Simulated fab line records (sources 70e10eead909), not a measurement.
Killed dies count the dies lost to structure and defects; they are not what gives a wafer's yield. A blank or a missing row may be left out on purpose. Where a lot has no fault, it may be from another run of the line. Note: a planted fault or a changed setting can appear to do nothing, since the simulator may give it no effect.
A single fault, viewed from 2 desks -- flow nand harc -- each desk holds nothing but its own numbers, with what lay behind them at the end

THE TOOL OWNER'S DESK: arfi scanner-03
The tool's own readings at NHARC_A_CHANNEL_HOLE_D1_EXPOSE_07 (exposes mask HOLE D1, target cd 100 nm): means of the sampled wafers that have a number, for each lot that ran on this tool. The brackets show how far a lot's mean lies from the usual mean; more than 4 standard deviations puts the lot out of limits, marked OUT.
Columns: A = exposure dose mJ cm2 at NHARC_A_CHANNEL_HOLE_D1_EXPOSE_07, usual 59.59
lot,first seen here,A
L606,day 8 11:58,59.66
L608,day 9 11:03,59.57
L611,day 10 17:45,37.61 (-99 or more) OUT
L613,day 11 07:34,42.06 (-99 or more) OUT
L615,day 11 22:43,43.76 (-99 or more) OUT
L618,day 13 10:10,43.74 (-99 or more) OUT
Finding of this desk: L611, L613, L615, L618 out of limits; the first was L611 at day 10 17:45, on exposure dose mJ cm2 at NHARC_A_CHANNEL_HOLE_D1_EXPOSE_07. L606, L608 stayed within limits.

THE METROLOGY DESK
Means of the sampled wafers that have a number, per lot and without regard to the tool the lot ran on: this is what the gauges read. The brackets show how far a lot's mean lies from the usual mean; more than 4 standard deviations puts the lot out of limits, marked OUT.
Columns: A = thk nm at NHARC_A_ONON_D1_THK_MEAS_05, usual 1001 nm; B = cd nm at NHARC_A_CHANNEL_HOLE_D1_CD_MEAS_10, usual 100.3 nm; C = cd nm at NHARC_A_CHANNEL_HOLE_D1_CD_MEAS_18, usual 99 nm; D = cd nm at NHARC_A_CHANNEL_HOLE_D1_CD_MEAS_30, usual 89.5 nm
lot,first seen here,A,B,C,D
L606,day 7 17:52,1002,100.1,95,91.1
L608,day 8 14:43,1001,100.1,98,88.9
L611,day 9 23:58,1003,79.0 (-35) OUT,79 (-6.6) OUT,68.1 (-12) OUT
L613,day 10 16:10,1007,83.8 (-27) OUT,80 (-6.0) OUT,72.0 (-9.7) OUT
L615,day 11 09:25,1002,85.8 (-24) OUT,85 (-4.4) OUT,75.0 (-8.1) OUT
L618,day 12 17:52,1006,85.8 (-24) OUT,84 (-4.9) OUT,75.6 (-7.7) OUT
L620,day 13 22:50,1001,99.7,96,90.9
L622,day 14 18:13,1007,99.9,102,90.8
L624,day 15 07:22,1015,100.6,100,90.2
L623,day 15 12:24,1009,100.8,101,89.8
L625,day 15 17:31,984,100.4,101,90.4
L627,day 16 04:05,996,100.6,101,90.4
L628,day 17 00:23,1009,101.1,99,92.0
L629,day 17 04:37,992,100.1,99,90.2
Finding of this desk: L611, L613, L615, L618 out of limits; the first was L611 at day 10 17:53, on cd nm at NHARC_A_CHANNEL_HOLE_D1_CD_MEAS_10. L606, L608, L620, L622, L624, L623, L625, L627, L628, L629 stayed within limits.

BROUGHT TOGETHER
The tool owner's desk had the chance to raise an alarm at day 10 17:45 on L611, L613, L615, L618.
On L611, L613, L615, L618, the metrology desk was in a position to raise an alarm at day 10 17:53.
The lots listed all ran NHARC_A_CHANNEL_HOLE_D1_EXPOSE_07 on arfi scanner-03.

WHAT THE SIMULATOR HAD INSERTED
Drift in process parameters on arfi scanner-03 at NHARC_A_CHANNEL_HOLE_D1_EXPOSE_07, starting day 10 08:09. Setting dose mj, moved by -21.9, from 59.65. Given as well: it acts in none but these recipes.
Struck lots among those shown: L611, L613, L615, L618.
Fault start to first reading out of limits, in hours, per desk: tool owner, 10; metrology, 10.
